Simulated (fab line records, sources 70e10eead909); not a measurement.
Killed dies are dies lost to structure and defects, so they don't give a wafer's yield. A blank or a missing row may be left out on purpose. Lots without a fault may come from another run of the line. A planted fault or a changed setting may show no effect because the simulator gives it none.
fab line records | flow nand_harc
record lots=5 wafers=15 last_day=22
route steps=1159 shown A_BONDPAD@1067 END@1159
lots that met no fault: from a run of the same line without faults
start_h: hours from the record's first day to the start of the lot's first wafer shown | wait_h: hours since the lot's step before | " the same as in the row above | L1.1+2: a row that stands for several wafers | - no value, or no start given | * or withheld: withheld | < > ~ a bound
route shown NAME@n: a module of which the file shows steps, and the number in the route of the first | usual: mean/standard deviation of fault-free wafers | same: alike in all rows | chamber/n: place in a boat | sites: the reading at each site | _std_site: their standard deviation | _edge_site: outer sites' mean less inner sites' | radius_mm: how far each site lies from the wafer's centre | mask NAME#n: copy n | behind: the tool/chamber that last shaped the wafer | hold: why the lot was held/for how many hours/how that ended | device: the transistor (n, p or np) that didn't switch | end of line: the same wafers' tests at the end of the route | a step without rows: its recipe alone | killed: dies lost to structure and defects at the first sort, not the wafer's yield | map: a wafer's dies, x killed, . not, _ none there
set.NAME: the setting as run; set.NAME@STEP: as run at that earlier step | model.NAME: the simulator's own value behind a step, which no gauge read
lots at some steps of the route; a table a step, a row a wafer
services: from which hour (start_h, from the record's first day; less than 0 if before it) a tool's chamber was out of use, for how many hours, and why
## steps
# step NHARC_A_BONDPAD_SOFTBAKE_04
# recipe temp_c=125 time_s=70
# step NHARC_A_BONDPAD_EBR_05
# step NHARC_A_BONDPAD_EXPOSE_06
# recipe na=0.55 dose_mj=36.99 mask_id=A_BPAD
# step NHARC_A_BONDPAD_PEB_07
# recipe peb_temp_c=128 peb_time_s=80
# step NHARC_A_BONDPAD_DEVELOP_08
# recipe time_s=50 dev_temp_c=22
# step NHARC_A_BONDPAD_CD_MEAS_09
# recipe target_cd_nm=500 landing_energy_ev=500
# usual cd_nm=499.3/1.8
# columns lot.wafer tool chamber start_h wait_h cd_nm
L609.2 cd_sem-01 0 418.17 - 499.9
L609.3 " 0 " " 498.6
L609.6 " 0 " " 498.7
L613.3 cd_sem-01 0 423.26 - 498.6
L613.4 " 0 " " 496.6
L613.6 " 0 " " 499.9
L615.1 cd_sem-03 0 439.14 - 499.8
L615.2 " 0 " " 496.2
L615.3 " 0 " " 500.2
L614.1 cd_sem-01 0 439.55 - 498.5
L614.2 " 0 " " 499.2
L614.6 " 0 " " 497.5
L620.3 cd_sem-02 0 484.08 - 500.3
L620.5 " 0 " " 499.6
L620.6 " 0 " " 495.4
# step NHARC_A_BONDPAD_OVL_MEAS_35
# usual overlay_x_nm=2/4.8 overlay_y_nm=-1/4.9
# columns lot.wafer tool chamber start_h wait_h overlay_x_nm overlay_y_nm
L609.2 overlay-01 - 418.26 - 3 8
L609.3 " - " " 3 8
L609.6 " - " " 2 7
L613.3 overlay-02 - 423.34 - -3 -6
L613.4 " - " " -3 -6
L613.6 " - " " -3 -6
L615.1 overlay-01 - 439.23 - 3 -6
L615.2 " - " " 3 -6
L615.3 " - " " 3 -6
L614.1 overlay-02 - 439.65 - 0 3
L614.2 " - " " 0 3
L614.6 " - " " 1 4
L620.3 overlay-02 - 484.17 - 3 5
L620.5 " - " " 3 5
L620.6 " - " " 3 5
# step NHARC_A_BONDPAD_HARDBAKE_10
# recipe temp_c=118 time_s=65
# step NHARC_A_BONDPAD_DESCUM_11
# recipe time_s=3 o2_flow_sccm=200 ar_flow_sccm=0 bias_power_w=0 chemistry=O2
# usual drypump_motor_current_A=5.39/0.26 oes_product_au=1.000/0.014 rf_vpp_V=57.6/0.93 showerhead_plenum_p_Torr=1.86/0.065 throttle_valve_pct=11.310/0.0082
# columns lot.wafer tool chamber start_h wait_h drypump_motor_current_A oes_product_au rf_hours_counter_h rf_vpp_V showerhead_plenum_p_Torr throttle_valve_pct
L609.3 rie_diel-02 0 418.40 - 5.96 1.029 26 57.9 1.87 11.328
L609.2 " 1 " " 5.52 1.019 27 58.2 1.93 11.329
L609.6 " 3 " " 5.41 1.024 - 58.4 1.90 11.309
L613.4 rie_diel-09 1 423.46 - 5.35 0.984 6 56.6 1.80 11.307
L613.3 " 3 " " 5.04 0.989 6 57.8 1.81 11.319
L613.6 " 2 " " 5.58 1.017 - 58.5 1.93 11.306
L615.1 rie_diel-12 0 439.36 - 5.47 0.999 8 58.2 1.90 11.317
L615.3 " 2 " " 5.17 0.998 9 56.2 1.87 11.320
L615.2 " 3 " " 6.20 1.000 9 58.0 1.82 11.316
L614.2 rie_diel-02 1 439.77 - 5.49 1.017 35 59.6 1.93 11.303
L614.1 " 2 " " 5.21 1.016 34 56.9 2.06 11.330
L614.6 " 1 " " 5.51 1.009 - 56.4 1.93 11.303
L620.3 rie_diel-09 3 484.29 - 5.07 1.004 2 58.8 1.80 11.324
L620.5 " 3 " " 5.06 0.996 - 57.5 1.81 11.308
L620.6 " 0 " " 5.56 1.022 - 56.5 1.85 11.321
# step NHARC_A_BONDPAD_ETCH_34
# recipe target_depth_a=600 overetch_a=180 time_s=65.91 ion_energy_ev=200 n2_flow_sccm=150 h2_flow_sccm=150 ar_flow_sccm=0 rf_w=400 bias_w=150 chemistry=N2/H2
# usual drypump_motor_current_A=5.39/0.26 oes_product_au=0.999/0.013 rf_vpp_V=429.1/2.3 showerhead_plenum_p_Torr=1.98/0.073 throttle_valve_pct=14.171/0.0094
# columns lot.wafer tool chamber start_h wait_h drypump_motor_current_A oes_product_au rf_hours_counter_h rf_vpp_V showerhead_plenum_p_Torr throttle_valve_pct
L609.2 rie_diel-02 0 418.48 0.1 5.97 1.020 26 429.3 2.00 14.164
L609.3 " 1 " " 5.52 1.009 27 431.4 2.06 14.166
L609.6 " 2 " " 5.22 1.007 - 436.1 2.21 14.156
L613.4 rie_diel-09 0 423.56 0.1 5.56 0.999 6 428.8 1.97 14.183
L613.3 " 1 " " 5.38 0.998 6 426.4 1.92 14.184
L613.6 " 2 " " 5.57 1.007 - 431.5 2.06 14.169
L615.3 rie_diel-12 1 439.44 0.1 4.70 1.005 8 432.0 2.14 14.179
L615.2 " 2 " " 5.16 1.019 9 429.4 1.99 14.176
L615.1 " 0 " " 5.47 0.990 8 430.0 2.02 14.193
L614.2 rie_diel-02 2 440.10 0.3 5.21 1.018 35 437.0 2.21 14.174
L614.1 " 3 " " 5.41 1.013 29 430.8 2.03 14.157
L614.6 " 1 " " 5.53 1.014 - 430.2 2.06 14.172
L620.3 rie_diel-09 0 484.39 0.1 5.58 1.005 2 428.5 1.97 14.166
L620.5 " 2 " " 5.56 0.993 - 430.2 2.06 14.155
L620.6 " 3 " " 5.08 0.981 - 426.7 1.92 14.171
# step NHARC_A_BONDPAD_ETCH_12
# recipe target_depth_a=2200 time_s=110 chf3_flow_sccm=50 o2_flow_sccm=10 ar_flow_sccm=200 rf_w=500 bias_w=200 chemistry=CHF3/O2
# usual drypump_motor_current_A=5.37/0.27 oes_product_au=0.953/0.022 rf_vpp_V=369.3/1.8 showerhead_plenum_p_Torr=2.34/0.077 throttle_valve_pct=20.573/0.0081
# columns lot.wafer tool chamber start_h wait_h drypump_motor_current_A oes_product_au rf_hours_counter_h rf_vpp_V showerhead_plenum_p_Torr throttle_valve_pct
L609.3 rie_diel-02 2 - - 5.21 0.936 28 374.5 2.59 20.569
L609.2 " 3 " " 5.43 0.937 23 371.2 2.39 20.567
L609.6 " 3 " " 5.41 0.936 - 371.2 2.39 20.570
L613.4 rie_diel-09 1 - - 5.31 0.950 6 369.1 2.27 20.566
L613.3 " 3 " " 5.06 0.972 6 367.6 2.27 20.583
L613.6 " 0 " " 5.54 0.988 - 369.0 2.33 20.566
L615.2 rie_diel-12 1 - - 4.68 0.918 8 372.5 2.51 20.572
L615.1 " 2 " " 5.19 0.931 9 369.9 2.35 20.574
L615.3 " 0 " " 5.47 0.925 8 370.9 2.39 20.579
L614.2 rie_diel-02 0 - - 5.92 0.973 34 368.4 2.35 20.583
L614.1 " 2 " " 5.21 0.932 35 373.5 2.58 20.568
L614.6 " 0 " " 5.95 0.975 - 370.3 2.35 20.561
L620.3 rie_diel-09 0 - - 5.57 0.970 2 368.3 2.33 20.575
L620.6 " 1 " " 5.31 0.965 - 367.6 2.27 20.587
L620.5 " 2 " " 5.57 0.975 - 370.0 2.43 20.571
# step NHARC_A_BONDPAD_CD_MEAS_13
# usual cd_nm=498.8/2
# columns lot.wafer tool chamber start_h wait_h cd_nm
L609.2 cd_sem-02 - 418.70 - 498.9
L609.3 " - " " 497.7
L609.6 " - " " 497.4
L613.3 cd_sem-03 - 423.78 - 498.6
L613.4 " - " " 495.0
L613.6 " - " " 499.8
L615.1 cd_sem-01 - 439.68 - 498.7
L615.2 " - " " 493.2
L615.3 " - " " 500.0
L614.1 cd_sem-02 - 440.33 - 497.5
L614.2 " - " " 498.2
L614.6 " - " " 497.5
L620.3 cd_sem-01 - 484.61 - 500.4
L620.5 " - " " 500.0
L620.6 " - " " 496.4
# step NHARC_A_BONDPAD_STRIP_15
# recipe o2_flow_sccm=500 ar_flow_sccm=0 bias_w=0 chemistry=O2
# usual chamber_pressure_mTorr=60.01/0.059 drypump_motor_current_A=5.4/0.32 oes_product_au=0.999/0.012 rf_vpp_V=57.6/0.85 showerhead_plenum_p_Torr=3.43/0.1 throttle_valve_pct=17.036/0.011
# columns lot.wafer tool chamber start_h wait_h chamber_pressure_mTorr drypump_motor_current_A oes_product_au rf_hours_counter_h rf_vpp_V showerhead_plenum_p_Torr throttle_valve_pct
L609.3 rie_diel-09 1 418.77 0.1 60.03 5.3 0.982 6 58.3 3.34 17.039
L609.2 " 0 " " 60.09 5.6 1.009 5 58.2 3.42 17.039
L609.6 " 1 " " 60.05 5.3 0.987 - 57.5 3.34 17.027
L613.3 rie_diel-12 1 423.87 0.1 59.99 4.7 0.991 6 59.0 3.69 17.032
L613.4 " 2 " " 60.03 5.2 1.011 6 59.6 3.45 17.034
L613.6 " 1 " " 59.99 4.7 0.997 - 58.6 3.69 17.038
L615.1 rie_diel-12 0 439.77 0.1 60.01 5.5 0.996 9 58.1 3.50 17.038
L615.2 " 1 " " 60.01 4.7 0.986 9 58.2 3.69 17.045
L615.3 " 2 " " 59.93 5.2 1.009 9 57.4 3.45 17.012
L614.1 rie_diel-09 3 440.42 0.1 59.97 5.1 0.998 0 57.1 3.34 17.038
L614.2 " 1 " " 60.17 5.3 0.985 0 57.1 3.34 17.023
L614.6 " 3 " " 60.02 5.1 0.995 - 57.2 3.34 17.038
L620.3 rie_diel-09 3 484.73 0.1 59.97 5.1 0.996 2 57.8 3.34 17.031
L620.6 " 0 " " 53.98 5.5 1.012 - 57.4 3.42 17.025
L620.5 " 1 " " 60.03 5.3 0.989 - 56.8 3.34 17.037
# step NHARC_A_BONDPAD_ETCH_24
# recipe target_depth_a=300 over_etch_frac=0.3 time_s=72.99 ion_energy_ev=150 cf4_flow_sccm=50 n2_flow_sccm=100 ar_flow_sccm=150 rf_w=300 bias_w=100 chemistry=CF4/N2
# usual drypump_motor_current_A=5.4/0.32 oes_product_au=0.998/0.013 rf_vpp_V=313.1/1.6 showerhead_plenum_p_Torr=2.56/0.078 throttle_valve_pct=19.794/0.0094
# columns lot.wafer tool chamber start_h wait_h drypump_motor_current_A oes_product_au rf_hours_counter_h rf_vpp_V showerhead_plenum_p_Torr throttle_valve_pct
L609.2 rie_diel-09 2 - - 5.6 1.012 6 315.9 2.65 19.780
L609.3 " 3 " " 5.1 0.993 5 310.0 2.49 19.776
L609.6 " 1 " " 5.3 0.981 - 311.0 2.48 19.811
L613.3 rie_diel-12 1 - - 4.7 0.984 6 315.4 2.75 19.798
L613.4 " 0 " " 5.5 0.996 6 314.5 2.61 19.805
L613.6 " 2 " " 5.2 1.011 - 313.8 2.57 19.809
L615.2 rie_diel-12 3 - - 6.2 0.993 9 313.1 2.51 19.799
L615.1 " 0 " " 5.5 0.986 9 314.2 2.61 19.794
L615.3 " 1 " " 4.7 0.984 9 314.4 2.74 19.803
L614.1 rie_diel-09 1 - - 5.3 0.990 0 310.8 2.48 19.781
L614.2 " 2 " " 5.6 1.008 0 315.0 2.65 19.795
L614.6 " 3 " " 5.1 0.991 - 311.7 2.48 19.787
L620.3 rie_diel-09 1 - - 5.3 0.986 2 310.8 2.48 19.798
L620.6 " 1 " " 5.3 0.986 - 311.4 2.48 19.796
L620.5 " 2 " " 5.6 0.996 - 315.3 2.65 19.792
# step NHARC_END_SORT_01
# recipe temp_c=25
# usual defect_limited_yield=95.4/1.8 killed_at_array=27/11 killed_at_other=0.7/1.1 killed_at_periphery=3.4/2.1 killed_dies=31/12 killed_open=3.6/2 killed_short=2.0/1.3 sort_bin_2_pct=1.5/0.71 sort_bin_3_pct=0.25/0.22 sort_bin_4_pct=2.9/1.2 sort_n_pass=646/12 sort_rim_yield_pct=95.0/2.5 sort_yield_pct=95.4/1.8
# same gross_dies=677 sort_bin_5_pct[%]=0 sort_bin_6_pct[%]=0 sort_bin_7_pct[%]=0 sort_bin_8_pct[%]=0 sort_rim_n_gross=106.00
# columns lot.wafer tool chamber start_h wait_h defect_limited_yield[%] killed_at_array killed_at_other killed_at_periphery killed_dies killed_open killed_short sort_bin_2_pct[%] sort_bin_3_pct[%] sort_bin_4_pct[%] sort_n_pass sort_rim_yield_pct[%] sort_yield_pct[%]
L614.1 prober-01 0 470.34 2.5 93.8 34 5 3 42 3 1 2.2 0.30 3.7 635 92.5 93.8
L614.2 prober-01 0 471.15 2.8 94.4 32 2 4 38 1 2 0.9 0.59 4.1 639 93.4 94.4
L614.6 prober-01 0 474.38 4.0 92.0 44 7 3 54 3 2 2.4 0.44 5.2 623 96.2 92.0
L620.3 prober-02 0 520.18 3.1 92.5 46 1 4 51 6 2 1.5 0.44 5.6 626 91.5 92.5
L620.5 prober-02 0 521.77 3.7 90.3 61 2 3 66 6 4 3.0 0.44 6.4 611 93.4 90.3
L620.6 prober-02 0 522.56 4.0 91.3 54 1 4 59 9 2 3.1 0.15 5.5 618 91.5 91.3
# killed by level:class
L614.1 A_CHANNEL_HOLE_D1:chamber_film_flake=18 A_SLIT:chamber_film_flake=6 THIN_TSV:chamber_film_flake=5 A_STAIRCASE:chamber_film_flake=4 A_ZERO_WELL:chamber_film_flake=3 P_CONTACT:geometric_particle:open=1 P_M0:geometric_particle:short=1 A_CHANNEL_FILL_D1:geometric_particle:open=1
L614.2 A_CHANNEL_HOLE_D1:chamber_film_flake=18 A_STAIRCASE:chamber_film_flake=4 A_SLIT:chamber_film_flake=4 P_ZERO_WELL:chamber_film_flake=3 A_BONDPAD:chamber_film_flake=3 THIN_TSV:chamber_film_flake=2 P_M1:geometric_particle:short=1 A_ONON_D1:geometric_particle:short=1
L614.6 A_CHANNEL_HOLE_D1:chamber_film_flake=27 A_SLIT:chamber_film_flake=9 THIN_TSV:chamber_film_flake=7 A_STAIRCASE:chamber_film_flake=3 P_M0:geometric_particle:open=2 A_ONON_D1:geometric_particle:open=1 A_CHANNEL_FILL_D1:geometric_particle:short=1 A_CONTACT:geometric_particle:short=1
L620.3 A_CHANNEL_HOLE_D1:chamber_film_flake=21 A_STAIRCASE:chamber_film_flake=8 A_SLIT:chamber_film_flake=8 A_CONTACT:geometric_particle:open=3 A_CONTACT:chamber_film_flake=2 P_GATE:geometric_particle:open=1 P_CONTACT:geometric_particle:open=1 A_CHANNEL_HOLE_D1:geometric_particle:short=1
L620.5 A_CHANNEL_HOLE_D1:chamber_film_flake=22 A_SLIT:chamber_film_flake=15 A_STAIRCASE:chamber_film_flake=12 A_CONTACT:chamber_film_flake=5 A_SGD_CUT:geometric_particle:open=2 A_CONTACT:geometric_particle:open=2 STARTING-WAFER:geometric_particle:short=2 P_GATE:geometric_particle:open=1
L620.6 A_CHANNEL_HOLE_D1:chamber_film_flake=20 A_STAIRCASE:chamber_film_flake=13 A_SLIT:chamber_film_flake=8 A_CONTACT:chamber_film_flake=4 P_M0:geometric_particle:open=2 A_CONTACT:geometric_particle:open=2 A_M0:geometric_particle:open=2 P_GATE:geometric_particle:open=1
## services
# columns tool chamber start_h hours kind
rie_diel-09 0 410.10 - clean
rie_diel-09 1 410.10 - clean
rie_diel-09 2 410.10 - clean
rie_diel-09 3 410.10 - clean
rie_diel-12 0 412.90 - clean
rie_diel-12 1 412.90 - clean
rie_diel-12 2 412.90 - clean
rie_diel-12 3 412.90 - clean
rie_diel-09 - 431.10 9.0 pm
rie_diel-09 0 431.10 9.0 vent_cycle
rie_diel-09 1 431.10 9.0 vent_cycle
rie_diel-09 2 431.10 9.0 vent_cycle
rie_diel-09 3 431.10 9.0 vent_cycle
rie_diel-12 0 437.40 - clean
rie_diel-09 0 440.10 - clean
rie_diel-09 1 440.10 - clean
rie_diel-09 2 440.10 - clean
rie_diel-09 3 440.10 - clean
rie_diel-09 0 442.60 2.9 repair
rie_diel-09 0 464.60 - clean
rie_diel-09 1 464.60 - clean
rie_diel-09 2 464.60 - clean
rie_diel-09 3 464.60 - clean
rie_diel-02 1 476.65 8.6 repair
## key
first_sign step=NHARC_A_BONDPAD_STRIP_15 reading=chamber_pressure_mTorr direction=down sigmas=99+ usual=60.01 struck=53.98
effect none on later readings
met_at NHARC_A_BONDPAD_STRIP_15
struck_wafers L620.6
onset_between 418.77 484.73
fault kind=process_parameter_drift tool=rie_diel-09 chamber=0 onset_h=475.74 steps=NHARC_A_BONDPAD_STRIP_15 channel=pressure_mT offset=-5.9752 shape=step end_h=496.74 acts_in=these_recipes_only stated=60
